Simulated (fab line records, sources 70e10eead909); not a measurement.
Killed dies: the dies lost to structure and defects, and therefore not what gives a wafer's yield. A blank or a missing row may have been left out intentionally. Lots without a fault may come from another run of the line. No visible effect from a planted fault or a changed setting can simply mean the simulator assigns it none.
Matching of chambers -- flow nand harc -- NHARC_A_STAIRCASE_DEP_259 on pecvd-01: 3 sister chambers
The step deposits SiON, target thk 30 nm. 20 wafers are shown with their chamber, then 10 later ones without.

## EACH WAFER AND ITS CHAMBER
wafer,chamber,heater power w (W)
L076.3,0,672
L076.4,2,760
L076.6,1,690
L079.1,0,734
L079.4,2,759
L079.5,0,749
L082.1,1,674
L082.3,2,671
L082.5,0,706
L084.2,1,711
L084.3,2,693
L084.4,1,702
L088.3,0,736
L088.5,0,742
L088.6,2,793
L087.1,2,864
L087.5,2,676
L087.6,1,673
L089.2,2,832
L089.3,0,751

SIGNATURES, as means of the wafers listed above
reading,chamber 0,chamber 1,chamber 2,scatter within a chamber
heater power w,727.14,690.00,756.00,50
Rule: distance of a wafer from a chamber = root of the sum over the readings of ((wafer's reading minus chamber's mean) / reading's scatter) squared. The wafer belongs to the nearest chamber; if the next one is less than 2 further off, it can't be placed. The scatter: take each reading less its chamber's mean, square it, sum over the shown wafers, divide by the number of wafers less the number of chambers, and take the root.

## WAFERS WHOSE CHAMBER IS MISSING
wafer,heater power w (W)
L089.5,763
L092.1,794
L092.2,747
L092.3,788
L096.2,755
L096.4,828
L096.6,767
L097.4,767
L097.5,738
L097.6,806

## CHAMBER TAKEN BY EACH
wafer,from the rows above,in truth
L089.5,can't be placed: 2 or 0 or 1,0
L092.1,can't be placed: 2 or 0 or 1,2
L092.2,can't be placed: 2 or 0 or 1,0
L092.3,can't be placed: 2 or 0 or 1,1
L096.2,can't be placed: 2 or 0 or 1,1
L096.4,can't be placed: 2 or 0 or 1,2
L096.6,can't be placed: 2 or 0 or 1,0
L097.4,can't be placed: 2 or 0 or 1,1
L097.5,can't be placed: 0 or 2 or 1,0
L097.6,can't be placed: 2 or 0 or 1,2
Placed correctly: 0 of 10. Not placeable from these rows: 10 (in 10, the candidates include the true chamber). Number placed wrongly: 0.
